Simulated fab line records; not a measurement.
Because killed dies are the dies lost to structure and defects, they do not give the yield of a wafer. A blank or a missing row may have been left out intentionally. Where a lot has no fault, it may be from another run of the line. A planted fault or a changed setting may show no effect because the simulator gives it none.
8D (eight disciplines) problem report, filled in by code    flow n5Finfet    the parts of the form that need people (team, actions taken, sign-off) are left out

== 1. THE ISSUE ==
cathodeDcPowerW at N5_MOL_CONTACT_COAG_SPUTTER_130 reads a mean of 3610.8 W on 6 wafers of 2 lots; wafers without a fault read 3000.0 W with a standard deviation of 0.57. So: +99 or more standard deviations from the usual mean.
The step: material Co, target thk 47.5 nm.
Earliest sighting: wafer L450.1 on pvdSputter-03 at day 9 06:03. Wafers with a number at this step in the record: 18, from 6 lots. Rule for "out" (also "out of limits"): further than 4 standard deviations from the usual mean. All remaining wafers that have a number are taken as sound.

== 2. WHAT IT IS; WHAT IT IS NOT ==
question                     is                      is not
which readings at this step  cathodeDcPowerW         throttleValvePct
which lots                   L450, L452              L437, L441, L451, L453
which wafers of those lots   all that have a number  -
read on which tools          pvdSputter-03           pvdSputter-01, pvdSputter-02
when                         from day 9 06:03        up to then (6 sound wafers); but 6 sound wafers of L451, L453 came after

== 3. SUSPECTS, AND WHAT RULES EACH OUT ==
Counting: a tool at a process step up to the reading stays a suspect if it ran every lot that is out and no sound lot after the first of them.
- pvdSputter-03 at N5_MOL_CONTACT_COAG_TI_SIL_19 (material Ti, target thk 4.2 nm, time 15 s): ruled out as a lasting fault. Sound lots L451 ran on it after its first lot that is out, L450 (day 9 02:17).
- rtpAnneal-02 at N5_MOL_CONTACT_COAG_SIL_ANNEAL_21 (time 60 s): ruled out as a lasting fault. Sound lots L453 ran on it after its first lot that is out, L450 (day 9 02:49).
- pvdSputter-01 at N5_MOL_CONTACT_COAG_PRE_CLEAN_141 (time 60 s): kept. It ran every lot that is out, first L450 (day 9 03:29), and no sound lot after that.
- pvdSputter-03 at N5_MOL_CONTACT_COAG_PRE_CLEAN_142 (time 60 s): kept. All lots that are out passed through it, beginning with L450 at day 9 05:59, and no sound lot followed; its final sound lot before that point was L437 at day 5 21:02.
- pvdSputter-03 at N5_MOL_CONTACT_COAG_SPUTTER_130 (material Co, target thk 47.5 nm): kept. All lots that are out passed through it, beginning with L450 at day 9 06:03, and no sound lot followed; its final sound lot before that point was L437 at day 5 21:06. On those wafers its own readings are out: cathodeDcPowerW.
After the count, these remain: pvdSputter-01 at N5_MOL_CONTACT_COAG_PRE_CLEAN_141, pvdSputter-03 at N5_MOL_CONTACT_COAG_PRE_CLEAN_142 and pvdSputter-03 at N5_MOL_CONTACT_COAG_SPUTTER_130.

== 4. THE CAUSE (what the simulator had put in) ==
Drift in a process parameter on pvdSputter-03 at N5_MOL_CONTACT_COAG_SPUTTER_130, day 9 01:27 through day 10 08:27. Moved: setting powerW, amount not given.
After counting, 3 suspects remain, this tool included.

== 5. THE CHAIN OF EFFECTS, in route order ==
One row per reading whose mean, taken over the struck wafers that have a number, lies over 3 standard deviations from the usual. Scope: only readings with a usual standard deviation given in the record; hours: median across lots of the time from each lot's start at the first step in this table that gives one to its start at this step; sigmas: change in usual standard deviations.
hours  step                             reading          usual     on struck wafers  change  sigmas
0      N5_MOL_CONTACT_COAG_SPUTTER_130  cathodeDcPowerW  3000.0 W  3610.8            +610.8  +99 or more
Here are the process steps it includes:
- N5_MOL_CONTACT_COAG_SPUTTER_130: material Co, target thk 47.5 nm.
Later steps that measure or inspect, where all struck wafers having a row at the step show a number for every such reading and not one has moved that far: N5_BEOL_M4_RC_MEAS_101.

== 6. HOW IT WOULD HAVE BEEN CAUGHT EARLIER ==
The fault began at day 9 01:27; the first out-of-limits reading in this record came at day 9 06:03, 5 hours later.
